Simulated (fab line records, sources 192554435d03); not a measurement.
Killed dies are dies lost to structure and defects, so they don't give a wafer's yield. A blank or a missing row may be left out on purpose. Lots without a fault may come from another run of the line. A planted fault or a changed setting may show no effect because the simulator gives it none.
Problem report in the 8D (eight disciplines) form, filled by code | flow n5_finfet | the parts of the form that need people (team, actions taken, sign-off) are left out

1. THE PROBLEM
bias_w at N5_BEOL_M8_ETCH_62 reads a mean of 162.1 W on 6 wafers of 2 lots; wafers without a fault read 150.1 W with a standard deviation of 0.44. That is +27 standard deviations from the usual mean.
The step: etches SOC in N2/H2, target depth 110 nm, overetch 22 nm, time 165 s.
First seen on wafer L743.3, day 10 02:25, on rie_diel-02. The record holds 18 wafers of 6 lots with a number at this step. Rule for "out", or "out of limits": more than 4 standard deviations from the usual mean. The other wafers with a number count as sound.

2. WHAT IT IS AND WHAT IT IS NOT
question                    | is                     | is not
which readings at this step | bias_w, rf_vpp_V       | drypump_motor_current_A, oes_product_au, showerhead_plenum_p_Torr, throttle_valve_pct
which lots                  | L743, L746             | L738, L754, L755, L758
which wafers of those lots  | all that have a number | -
read on which tools         | rie_diel-02            | rie_diel-01, rie_diel-06
when                        | from day 10 02:25      | up to then (3 sound wafers); but 9 sound wafers of L754, L755, L758 came after

3. SUSPECTS, AND WHAT RULES EACH OUT
Counting: a tool at a process step up to the reading stays a suspect if it ran every lot that is out and no sound lot after the first of them.
- rie_diel-02 at N5_BEOL_M8_DESCUM_16 (chemistry O2, time 7.9 s): ruled out as a lasting fault. Sound lots L755 ran on it after its first lot that is out, L743 (day 10 02:19).
- rie_diel-02 at N5_BEOL_M8_ETCH_61 (etches SiARC in CF4, target depth 45.5 nm, time 75.8 s): ruled out as a lasting fault. Sound lots L755 ran on it after its first lot that is out, L743 (day 10 02:22).
- rie_diel-02 at N5_BEOL_M8_ETCH_62 (etches SOC in N2/H2, target depth 110 nm, overetch 22 nm, time 165 s): ruled out as a lasting fault. Sound lots L755 ran on it after its first lot that is out, L743 (day 10 02:25).
Left after counting: nothing in the record.

4. THE CAUSE (what the simulator had put in)
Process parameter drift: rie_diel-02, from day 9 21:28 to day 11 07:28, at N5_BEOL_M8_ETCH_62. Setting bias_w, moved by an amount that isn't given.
Counting ruled it out, wrongly.

5. THE CHAIN OF EFFECTS, in route order
Each row: a reading whose mean over the struck wafers that have a number lies more than 3 standard deviations from the usual. Only readings for which the record gives a usual standard deviation are gone through. hours: the time from each lot's start at the first step in this table that gives one to its start at this step, as a median over the lots. sigmas: the change in usual standard deviations.
hours | step               | reading  | usual   | on struck wafers | change | sigmas
0     | N5_BEOL_M8_ETCH_62 | bias_w   | 150.1 W | 162.1            | +12.0  | +27
0     | N5_BEOL_M8_ETCH_62 | rf_vpp_V | 523.6 V | 550.0            | +26.4  | +9.8
The process steps in it:
- N5_BEOL_M8_ETCH_62: etches SOC in N2/H2, target depth 110 nm, overetch 22 nm, time 165 s.

6. WHAT WOULD HAVE CAUGHT IT SOONER
In this record the first reading out of limits was taken at day 10 02:25, 5 hours after the fault began at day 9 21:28.
